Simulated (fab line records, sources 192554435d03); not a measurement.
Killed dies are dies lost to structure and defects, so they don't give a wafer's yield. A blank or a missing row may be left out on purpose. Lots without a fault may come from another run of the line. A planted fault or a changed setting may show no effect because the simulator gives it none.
Which tool did it? | flow n5_finfet | 12 lots, 30 wafers sampled, at 4 steps of a route of 1938

WHAT THE GAUGES READ, wafer by wafer
The record holds no reading of a measuring or inspecting step that can be judged against a usual standard deviation.

WHICH TOOL RAN EACH LOT (tool, then ch and the chambers of the sampled wafers, then the start)
lot  | N5_BEOL_M8_HM_DEP_02         | N5_BEOL_M8_STRIP_19                | N5_BEOL_M8_COAT_63                | N5_BEOL_M8_DESCUM_33
L175 | pvd_sputter-01, day 9 07:02  | rie_diel-02 ch 0,2, day 9 08:01    | litho_track-02 ch 0, day 9 10:44  | rie_diel-03 ch 0,2,3, day 9 11:08
L174 | pvd_sputter-02, day 9 16:56  | rie_diel-06 ch 0,3, day 9 17:47    | litho_track-02 ch 0, day 9 20:02  | rie_diel-06 ch 0,1, day 9 20:33
L176 | pvd_sputter-02, day 9 17:02  | rie_diel-03 ch 0,2, day 9 18:02    | litho_track-04 ch 0, day 9 21:07  | rie_diel-02 ch 0,2, day 9 21:31
L178 | pvd_sputter-01, day 10 13:37 | rie_diel-03 ch 1,2, day 10 14:52   | litho_track-02 ch 0, day 10 17:02 | rie_diel-03 ch 1,2,3, day 10 17:26
L181 | pvd_sputter-01, day 11 04:44 | rie_diel-02 ch 3, day 11 05:43     | litho_track-02 ch 0, day 11 06:02 | rie_diel-02 ch 3, day 11 06:25
L191 | pvd_sputter-02, day 13 16:00 | rie_diel-03 ch 1,2,3, day 13 17:04 | litho_track-02 ch 0, day 13 19:58 | rie_diel-02 ch 0,1,3, day 13 20:44
L190 | pvd_sputter-01, day 13 20:50 | rie_diel-03 ch 1,2, day 13 22:26   | litho_track-02 ch 0, day 13 23:26 | rie_diel-03 ch 0,2,3, day 13 23:58
L193 | pvd_sputter-03, day 14 00:59 | rie_diel-02 ch 1,3, day 14 02:11   | litho_track-03 ch 0, day 14 03:45 | rie_diel-06 ch 0,2, day 14 04:08
L192 | pvd_sputter-03, day 14 05:07 | rie_diel-02 ch 1,3, day 14 06:12   | litho_track-03 ch 0, day 14 06:48 | rie_diel-06 ch 0,2, day 14 07:11
L194 | pvd_sputter-03, day 14 19:52 | rie_diel-06 ch 1,2, day 14 21:30   | litho_track-03 ch 0, day 14 21:37 | rie_diel-03 ch 3, day 14 22:15
L196 | pvd_sputter-02, day 15 03:31 | rie_diel-06 ch 1, day 15 05:01     | litho_track-03 ch 0, day 15 05:20 | rie_diel-03 ch 2,3, day 15 06:33
L197 | pvd_sputter-02, day 15 04:20 | rie_diel-03 ch 0,1,3, day 15 06:04 | litho_track-04 ch 0, day 15 08:07 | rie_diel-03 ch 1,2,3, day 15 09:05
- N5_BEOL_M8_HM_DEP_02: deposits TiN, target thk 20 nm.
- N5_BEOL_M8_STRIP_19: strips in O2.
- N5_BEOL_M8_COAT_63: time 60 s, resist thk 60 nm.
- N5_BEOL_M8_DESCUM_33: chemistry O2, time 7 s.

WHAT THE TOOLS THEMSELVES READ (means of the sampled wafers that have a number; where no wafer has one, the mark that the record gives instead)
N5_BEOL_M8_HM_DEP_02.
lot  | tool           | throttle_valve_pct (%)
L175 | pvd_sputter-01 | 30.5
L174 | pvd_sputter-02 | 29.1
L176 | pvd_sputter-02 | 30.0
L178 | pvd_sputter-01 | 30.8
L181 | pvd_sputter-01 | 29.9
L191 | pvd_sputter-02 | 29.6
L190 | pvd_sputter-01 | 30.4
L193 | pvd_sputter-03 | 30.0
L192 | pvd_sputter-03 | 29.8
L194 | pvd_sputter-03 | 29.5
L196 | pvd_sputter-02 | 29.1
L197 | pvd_sputter-02 | 29.6

N5_BEOL_M8_STRIP_19.
lot  | tool        | drypump_motor_current_A (A) | oes_product_au (a.u.) | rf_vpp_V (V) | showerhead_plenum_p_Torr (Torr) | temp_c (C) | throttle_valve_pct (%)
L175 | rie_diel-02 | 6.1                         | 0.84                  | 3.7          | 2.05                            | 39.93      | 16.79
L174 | rie_diel-06 | 6.0                         | 0.84                  | 4.2          | 2.21                            | 39.95      | 16.35
L176 | rie_diel-03 | 5.8                         | 0.85                  | 3.3          | 2.16                            | 40.02      | 16.83
L178 | rie_diel-03 | 5.6                         | 0.87                  | 3.0          | 2.23                            | 40.22      | 16.75
L181 | rie_diel-02 | 4.9                         | 0.78                  | 4.0          | 2.12                            | 40.16      | 16.41
L191 | rie_diel-03 | 5.6                         | 0.83                  | 3.8          | 2.19                            | 40.03      | 16.71
L190 | rie_diel-03 | 5.6                         | 0.85                  | 3.8          | 2.23                            | 39.91      | 16.74
L193 | rie_diel-02 | 5.2                         | 0.80                  | 3.9          | 2.11                            | 40.03      | 16.38
L192 | rie_diel-02 | 5.3                         | 0.82                  | 4.6          | 2.12                            | 39.89      | 16.35
L194 | rie_diel-06 | 5.6                         | 0.77                  | 3.5          | 2.08                            | 39.98      | 16.56
L196 | rie_diel-06 | 6.1                         | 0.72                  | 3.8          | 2.03                            | 40.03      | 16.83
L197 | rie_diel-03 | 5.8                         | 0.79                  | 4.1          | 2.15                            | 40.08      | 16.77

N5_BEOL_M8_COAT_63.
lot  | tool           | spin_speed_rpm (rpm)
L175 | litho_track-02 | 1499.8
L174 | litho_track-02 | 1500.3
L176 | litho_track-04 | 1500.5
L178 | litho_track-02 | 1501.1
L181 | litho_track-02 | 1500.5
L191 | litho_track-02 | 1181.3
L190 | litho_track-02 | 1180.6
L193 | litho_track-03 | 1501.0
L192 | litho_track-03 | 1499.5
L194 | litho_track-03 | 1498.8
L196 | litho_track-03 | 1499.8
L197 | litho_track-04 | 1500.5

N5_BEOL_M8_DESCUM_33.
lot  | tool        | drypump_motor_current_A (A) | oes_product_au (a.u.) | rf_vpp_V (V) | showerhead_plenum_p_Torr (Torr) | temp_c (C) | throttle_valve_pct (%)
L175 | rie_diel-03 | 5.7                         | 0.85                  | 244.1        | 2.14                            | 39.99      | 20.51
L174 | rie_diel-06 | 6.2                         | 0.79                  | 243.0        | 2.13                            | 39.98      | 20.34
L176 | rie_diel-02 | 6.0                         | 0.79                  | 243.2        | 2.04                            | 40.03      | 20.61
L178 | rie_diel-03 | 5.6                         | 0.86                  | 244.7        | 2.20                            | 40.06      | 20.44
L181 | rie_diel-02 | 4.9                         | 0.79                  | 243.8        | 2.12                            | 40.08      | 20.18
L191 | rie_diel-02 | 5.7                         | 0.83                  | 242.5        | 2.08                            | 40.04      | 20.26
L190 | rie_diel-03 | 5.7                         | 0.80                  | 244.3        | 2.13                            | 39.96      | 20.57
L193 | rie_diel-06 | 5.8                         | 0.80                  | 244.0        | 2.18                            | 40.04      | 20.13
L192 | rie_diel-06 | 5.6                         | 0.80                  | 242.8        | 2.16                            | 40.12      | 20.11
L194 | rie_diel-03 | 5.6                         | 0.78                  | 243.3        | 2.12                            | 40.11      | 20.40
L196 | rie_diel-03 | 5.5                         | 0.80                  | 244.3        | 2.16                            | 40.05      | 20.53
L197 | rie_diel-03 | 5.6                         | 0.81                  | 244.7        | 2.18                            | 40.14      | 20.51

THE ANSWER, worked out from the rows above alone
Rule: what is usual is taken from the lots themselves. Put in order of their means at a reading, lots are off if they are a third of the lots or fewer, leave a main group of 4 or more, and stand apart from it by a gap of 3 or more times the standard deviation of the main group's means; of several such gaps the widest counts. A main group whose means are all the same, to the digits that the tables above print for the reading, isn't used. A lot without any number at a reading at which 4 lots or more have one is off too. The other lots that the step has rows for count as sound. The gauges are gone through in route order, then the tools' own readings, and for those a lot's mean is taken as printed above. The first step at which some lot is off is used, and at that step the reading that is off furthest; a lot without a number counts as furthest.
Off: L191, L190, at N5_BEOL_M8_COAT_63 (spin_speed_rpm). The main group: mean 1500.2 rpm, standard deviation 0.67.
A tool fits if, at that step or a process step before it, it ran every lot that is off, and no sound lot after the first of them. One fits: litho_track-02 at N5_BEOL_M8_COAT_63. Its last sound lot is L181 (day 11 06:02), its first lot that is off L191 (day 13 19:58): a fault that began between those two fits.
The tool's own readings at N5_BEOL_M8_COAT_63 bear it out: on the lots that are off they differ by more than 5 times the standard deviation of the sound lots' means. spin_speed_rpm reads 1180.9 rpm there against 1500.2 rpm on the sound lots.

WHAT THE SIMULATOR HAD PUT IN
Process parameter drift: litho_track-02, from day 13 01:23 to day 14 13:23, at N5_BEOL_M8_COAT_63. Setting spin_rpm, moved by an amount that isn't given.
Lots struck among those shown: L191, L190. The rule above found the same.
